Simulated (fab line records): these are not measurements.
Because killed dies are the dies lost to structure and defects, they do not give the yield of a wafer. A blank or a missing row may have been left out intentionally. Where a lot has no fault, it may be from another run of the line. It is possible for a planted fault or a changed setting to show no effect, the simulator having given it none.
Chamber matching :: flow n5_finfet :: 3 sister chambers for N5_BEOL_M12_DEP_53 on pecvd-03
The step deposits SiCN from 3MS/NH3, target thk 30 nm, time 10.5 s. 6 wafers are shown with their chamber, then 7 later ones without.

== WAFERS WITH THEIR CHAMBER ==
wafer: L087.6
chamber: 2
throttle_valve_pct (%): 17.3
showerhead_plenum_p_Torr (Torr): 4.17

wafer: L090.1
chamber: 1
throttle_valve_pct (%): 18.5
showerhead_plenum_p_Torr (Torr): 4.19

wafer: L090.2
chamber: 2
throttle_valve_pct (%): 17.1
showerhead_plenum_p_Torr (Torr): 4.17

wafer: L090.3
chamber: 0
throttle_valve_pct (%): 17.2
showerhead_plenum_p_Torr (Torr): 4.18

wafer: L090.4
chamber: 0
throttle_valve_pct (%): 17.0
showerhead_plenum_p_Torr (Torr): 4.18

wafer: L090.5
chamber: 1
throttle_valve_pct (%): 18.4
showerhead_plenum_p_Torr (Torr): 4.20

== WAFERS WHOSE CHAMBER IS MISSING ==
wafer: L090.6
throttle_valve_pct (%): 17.2
showerhead_plenum_p_Torr (Torr): 4.17

wafer: L094.1
throttle_valve_pct (%): 16.8
showerhead_plenum_p_Torr (Torr): 4.18

wafer: L094.2
throttle_valve_pct (%): 17.3
showerhead_plenum_p_Torr (Torr): 4.17

wafer: L094.4
throttle_valve_pct (%): 17.0
showerhead_plenum_p_Torr (Torr): 4.19

wafer: L096.1
throttle_valve_pct (%): 18.7
showerhead_plenum_p_Torr (Torr): 4.20

wafer: L096.2
throttle_valve_pct (%): 17.4
showerhead_plenum_p_Torr (Torr): 4.17

wafer: L096.3
throttle_valve_pct (%): 17.2
showerhead_plenum_p_Torr (Torr): 4.17

== EACH ONE'S CHAMBER ==
wafer: L090.6
from the rows above: 2
in truth: 2

wafer: L094.1
from the rows above: can't be placed: 0 or 2
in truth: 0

wafer: L094.2
from the rows above: 2
in truth: 2

wafer: L094.4
from the rows above: 0
in truth: 0

wafer: L096.1
from the rows above: 1
in truth: 1

wafer: L096.2
from the rows above: can't be placed: 2 or 0
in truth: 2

wafer: L096.3
from the rows above: 2
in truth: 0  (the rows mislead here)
4 of 7 placed correctly. From these rows, 2 cannot be placed; in 2 the true chamber is one of the candidates. Number placed wrongly: 1.
How it was worked out, from the rows above alone: a wafer's distance from a chamber is the root of the sum, over the readings, of the square of ((its reading less the chamber's mean) divided by the reading's scatter). The wafer belongs to the nearest chamber; if the next one is less than 2 further off, it can't be placed. The mean given for a chamber averages the wafers shown for that chamber. The scatter: take each reading less its chamber's mean, square it, sum over the shown wafers, divide by the number of wafers less the number of chambers, and take the root.
